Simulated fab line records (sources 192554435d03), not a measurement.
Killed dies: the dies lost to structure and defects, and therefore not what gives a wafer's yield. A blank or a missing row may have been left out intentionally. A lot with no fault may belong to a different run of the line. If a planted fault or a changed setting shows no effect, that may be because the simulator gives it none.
Comparing a struck lot with a sound one -- flow n5-finfet -- 41 out of 1938 route steps
Sound: these wafers, L236.1, L236.4, L236.6. Struck: wafers L241.2, L241.5, L241.6. The cause comes at the end.
Order at every step that has rows: each side's tool, ch and its chambers, its first start. Under that, the readings that differ: sound wafers -- struck wafers -- difference of the means -- sigmas: that difference in standard deviations of wafers without a fault.
alike: same words and numbers on both sides, and readings whose means sit less than 2 such deviations apart. not compared: any withheld reading, any reading some wafer has no value for, any bound like >300 that may hide the same value, and any number with overlapping values for which the record gives no deviation.
Wherever a step has rows on one side only, a row that says differs or no value, or a row with sigmas, the two part there. Numbers that have no deviation but don't overlap get no sigmas and don't part them. Lack of a reading on every wafer of one side parts them only where that side has two or more wafers.

first, 10 steps without rows for these wafers: N5_PMOS_HMC_CHANNEL_EPI_PRECLEAN_37 (cleans in O3/DIW, time 45 s); N5_PMOS_HMC_CHANNEL_EPI_PRECLEAN_24 (cleans in DHF, time 30 s); N5_PMOS_HMC_CHANNEL_EPI_SRD_25 (time 30 s); N5_PMOS_HMC_CHANNEL_EPI_EPI_26 (deposits Si from SiH4/H2, target thk 3.8 nm, time 22.7 s); N5_FIN_SAQP_PRECLEAN_42 (cleans in O3/DIW, time 60 s); N5_FIN_SAQP_PRECLEAN_00 (cleans in SC1, time 60 s); N5_FIN_SAQP_PRECLEAN_44 (cleans in SC2, time 45 s); N5_FIN_SAQP_SRD_01 (time 30 s); N5_FIN_SAQP_ALD_61 (deposits SiO2, target thk 4 nm, pulse time 1 s, purge time 2 s); N5_FIN_SAQP_DENSIFY_62 (time 60 s).
N5_FIN_SAQP_HM_DEP_03: deposits SiNx from SiH4/NH3/N2, target thk 38 nm, time 33.6 s.
  sound on pecvd-02 ch 0,2, day 4 15:54; struck on pecvd-02 ch 0,1,2, day 5 21:38
  alike: heater-power-w, showerhead-plenum-p-Torr, throttle-valve-pct
  not compared: since-wet-clean-h
then, 12 steps without rows for these wafers: N5_FIN_SAQP_PECVD_47 (deposits a-Si from SiH4/He, target thk 45 nm, time 36.3 s); N5_FIN_SAQP_PECVD_48 (deposits SiNx from SiH4/NH3/N2, target thk 25 nm, time 22.1 s); N5_FIN_SAQP_PECVD_06 (deposits a-Si from SiH4/He, target thk 60 nm, time 48.1 s); N5_FIN_SAQP_HM_DEP_72 (deposits SiO2 from SiH4/N2O, target thk 12 nm, time 7.2 s); N5_FIN_SAQP_COAT_49 (time 60 s, resist thk 100 nm); N5_FIN_SAQP_COAT_50 (time 60 s, resist thk 35 nm); N5_FIN_SAQP_COAT_10 (resist thk 90 nm); N5_FIN_SAQP_EBR_12; N5_FIN_SAQP_SOFTBAKE_11 (time 60 s); N5_FIN_SAQP_EXPOSE_13 (exposes mask FIN CORE, target cd 35.6 nm); N5_FIN_SAQP_PEB_14 (peb time 60 s); N5_FIN_SAQP_DEVELOP_15 (develop time 30 s).
N5_FIN_SAQP_INSPECT_18: inspects for defects (brightfield).
  sound on defect-inspect-01 at day 4 16:44; struck on defect-inspect-02 at day 5 22:28
reading,sound,struck,difference,sigmas
raw-defect-count,335 538 440,994 901 913,+498,+5
then, 12 steps without rows for these wafers: N5_FIN_SAQP_DESCUM_21 (chemistry O2, time 7.9 s); N5_FIN_SAQP_ETCH_51 (etches SiARC in CF4, target depth 45.5 nm, time 75.8 s); N5_FIN_SAQP_ETCH_52 (etches SOC in N2/H2, target depth 100 nm, overetch 20 nm, time 150 s); N5_FIN_SAQP_STRIP_53 (strips in N2/H2); N5_FIN_SAQP_HM_OPEN_73 (chemistry CHF3/O2, target SiO2, stops on a-Si, target depth 12 nm, time 16.8 s); N5_FIN_SAQP_STRIP_74 (strips in CHF3/O2); N5_FIN_SAQP_MANDREL_ETCH_22 (etches a-Si in HBr/Cl2, stops on SiNx, target depth 60 nm, bt time 10 s, time 30 s); N5_FIN_SAQP_STRIP_55 (strips in N2/H2); N5_FIN_SAQP_STRIP_23 (strips in SPM, time 750 s); N5_FIN_SAQP_SRD_66 (time 30 s); N5_FIN_SAQP_RECESS_75 (chemistry HF/NH3, target SiO2, target depth 14.4 nm, afs cycles 3, sublimation time 60 s); N5_FIN_SAQP_SPACER1_ALD_24 (deposits SiO2, target thk 20.3 nm, pulse time 1 s, purge time 2 s).
N5_FIN_SAQP_INSPECT_40: inspects for defects (brightfield).
  sound on defect-inspect-02 at day 4 22:43; struck on defect-inspect-01 at day 6 05:38
reading,sound,struck,difference,sigmas
raw-defect-count,250 260 225,882 762 737,+549,+9
N5_FIN_CUT_INSPECT_10: inspects for defects (brightfield).
  sound on defect-inspect-01 at day 4 23:07; struck on defect-inspect-01 at day 6 06:02
reading,sound,struck,difference,sigmas
raw-defect-count,40 43 32,651 599 561,+565,+51
N5_FIN_CUT_INSPECT_17: inspects for defects (brightfield).
  sound on defect-inspect-01 at day 5 00:06; struck on defect-inspect-02 at day 6 07:31
reading,sound,struck,difference,sigmas
raw-defect-count,239 244 205,914 782 741,+583,+10
-- record jumps: 6 days separate the struck wafers' starts on either side; left off in module FIN_CUT, taken up again in module BEOL_M4, whose first shown step is the route's number 1111 --
N5_BEOL_M4_RC_MEAS_101:
  sound on prober-01 ch 0, day 10 21:54; struck on prober-02 ch 0, day 12 12:37
reading,sound,struck,difference,sigmas
DIBL_P (mV/V),37.0 38.8 37.5,34.4 34.1 30.8,-4.7,-2
IOFF_P (nA/um),0.26 0.30 0.28,0.20 0.19 0.15,-0.10,-3
ION_P (uA/um),470 472 477,457 459 451,-17,-2
VT_N (mV),249 244 246,253 256 254,+8,+2
VT_P (mV),-245 -244 -242,-251 -251 -253,-8,-2
  alike: DIBL_N, IOFF_N, ION_N, SS_N, SS_P
-- record jumps: 4 days separate the struck wafers' starts on either side; left off in module BEOL_M4, taken up again in module PASSIVATION, whose first shown step is the route's number 1936 --
N5_PASSIVATION_PROBE_49:
  only the struck wafers here have rows in the record (prober-01, day 16 16:37); the sound ones have none

WHERE THEY PART
At N5_FIN_SAQP_INSPECT_18 first; at N5_PASSIVATION_PROBE_49 last (within this record only).

WHY: whatever the simulator had introduced
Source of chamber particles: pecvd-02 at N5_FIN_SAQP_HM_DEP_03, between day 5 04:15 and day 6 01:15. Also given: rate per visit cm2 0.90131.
